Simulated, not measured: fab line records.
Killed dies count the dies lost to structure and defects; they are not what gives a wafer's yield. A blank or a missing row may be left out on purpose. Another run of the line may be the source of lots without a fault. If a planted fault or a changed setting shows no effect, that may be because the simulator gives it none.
A lot that was struck, set against a sound lot ; flow nand-harc ; 15 out of 1302 route steps
Sound: wafers L540.1, L540.2, L540.5. The struck wafers were L546.1, L546.2, L546.4. The cause is given at the end.
Per side, at each step with rows, come the tool, then ch with its chambers, and then its first start. Under that, the readings that differ: sound wafers ; struck wafers ; difference of the means ; sigmas: that difference in standard deviations of wafers without a fault.
alike: readings with means less than 2 such deviations apart, plus words and numbers identical on both sides. not compared: withheld readings, readings lacking a value on some wafer, bounds such as >300 that could conceal the same value, and numbers that have no deviation in the record and whose values overlap.
A row with sigmas, a row that says differs or no value, or rows on one side alone: a step with any of these is where the two part. Numbers that have no deviation but don't overlap get no sigmas and don't part them. A reading missing from all wafers of one side parts the sides only when that side holds two or more wafers.

first, 5 steps without rows for these wafers: NHARC_P_GATE_STRIP_15 (strips in SPM, time 780 s); NHARC_P_GATE_PRECLEAN_71 (cleans in SC1); NHARC_P_GATE_SRD_72; NHARC_P_GATE_OXIDE_16 (material SiO2, target thk 3 nm, ox time 392 s); NHARC_P_GATE_CVD_17 (deposits poly-Si, target thk 150 nm, time 900 s).
NHARC_P_GATE_HM_DEP_102: deposits aC, target thk 120 nm.
  sound on acl-dep-01 ch 0, day 4 23:52; struck on acl-dep-02 ch 0, day 7 11:05
  alike: throttle-valve-pct
NHARC_P_GATE_DEP_103: deposits SiON, target thk 30 nm.
  sound on pecvd-01 ch 1,2, day 5 00:32; struck on pecvd-03 ch 1,2, day 7 11:45
  alike: heater-power-w
then, 5 steps without rows for these wafers: NHARC_P_GATE_DEHYDRATE_18 (time 120 s); NHARC_P_GATE_HMDS_19 (time 30 s); NHARC_P_GATE_COAT_20 (resist thk 90 nm); NHARC_P_GATE_SOFTBAKE_21 (time 55 s); NHARC_P_GATE_EBR_22.
NHARC_P_GATE_EXPOSE_23: exposes mask P GATE, target cd 120 nm.
  sound on arfi-scanner-01 ch 0, day 5 01:04; struck on arfi-scanner-01 ch 0, day 7 12:17
reading;sound;struck;difference;sigmas
exposure-dose-mJ-cm2;93.84 93.95 93.91;95.67 95.76 95.59;+1.77;+20
  alike: mask
then, 1 step without rows for these wafers: NHARC_P_GATE_PEB_24 (peb time 65 s).
-- jump in the record: it breaks off in module P_GATE and resumes in module END (first step shown: number 1302 of the route), and 19 days separate the struck wafers' starts before and after --
NHARC_END_SORT_01:
  sound on prober-01 ch 0, day 24 07:22; struck on prober-02 ch 0, day 26 02:40
  alike: killed-at-array, killed-at-other, killed-at-periphery, killed-dies, killed-open, killed-short

== WHERE THEY PART ==
Only at NHARC_P_GATE_EXPOSE_23, within this record. Later steps at which nothing parts them and some readings are alike: NHARC_END_SORT_01.

WHY: what had been put in by the simulator
Process parameter drift: arfi-scanner-01, from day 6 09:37 on, at NHARC_P_GATE_EXPOSE_23. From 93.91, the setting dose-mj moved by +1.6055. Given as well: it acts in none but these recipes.
